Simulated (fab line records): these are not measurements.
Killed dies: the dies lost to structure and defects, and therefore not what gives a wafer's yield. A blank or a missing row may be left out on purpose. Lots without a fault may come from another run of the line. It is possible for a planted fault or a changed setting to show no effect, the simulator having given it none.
Chamber matching -- flow n5_finfet -- 4 sister chambers for N5_BEOL_M0_STRIP_142 on rie_diel-04
The step strips in N2/H2, time 10 s. 16 wafers are shown with their chamber, then 8 later ones without.

== WAFERS PAIRED WITH THEIR CHAMBERS ==
wafer,chamber,showerhead_plenum_p_Torr (Torr),drypump_motor_current_A (A),oes_product_au (a.u.)
L075.1,3,2.45,6.1,0.83
L075.5,0,2.60,6.3,0.92
L075.6,1,2.51,5.4,0.71
L078.1,0,2.60,6.2,0.89
L078.5,3,2.45,6.1,0.82
L078.6,2,2.64,5.5,0.72
L079.2,3,2.45,6.2,0.81
L079.4,1,2.51,5.5,0.70
L079.6,2,2.64,5.5,0.73
L081.1,0,2.60,6.2,0.90
L081.2,3,2.45,6.2,0.81
L081.5,2,2.64,5.5,0.71
L084.3,1,2.50,5.5,0.68
L084.4,0,2.60,6.2,0.88
L084.5,3,2.44,6.2,0.80
L089.2,0,2.59,6.2,0.87

SIGNATURES (means of the wafers above)
reading,chamber 0,chamber 1,chamber 2,chamber 3,scatter within a chamber
showerhead_plenum_p_Torr,2.5980,2.5067,2.6400,2.4480,0.00435
drypump_motor_current_A,6.220,5.467,5.500,6.160,0.0471
oes_product_au,0.8920,0.6967,0.7200,0.8140,0.0149
Rule: distance of a wafer from a chamber = root of the sum over the readings of ((wafer's reading minus chamber's mean) / reading's scatter) squared. If the next closest chamber is less than 2 further off than the closest, the wafer can't be placed; otherwise it belongs to the closest. The scatter: take each reading less its chamber's mean, square it, sum over the shown wafers, divide by the number of wafers less the number of chambers, and take the root.

== WAFERS WHOSE CHAMBER IS MISSING ==
wafer,showerhead_plenum_p_Torr (Torr),drypump_motor_current_A (A),oes_product_au (a.u.)
L089.4,2.63,5.5,0.70
L089.6,2.59,6.2,0.86
L093.2,2.59,6.2,0.86
L093.4,2.50,5.4,0.69
L093.5,2.44,6.2,0.79
L095.1,2.59,6.2,0.86
L095.4,2.50,5.4,0.67
L095.5,2.44,6.2,0.77

== EACH ONE'S CHAMBER ==
wafer,from the rows above,in truth
L089.4,2,2
L089.6,0,0
L093.2,0,0
L093.4,1,1
L093.5,3,3
L095.1,0,0
L095.4,1,1
L095.5,3,3
Correct placement for 8 of the 8. Not placeable from these rows: 0. Placed wrongly: 0.
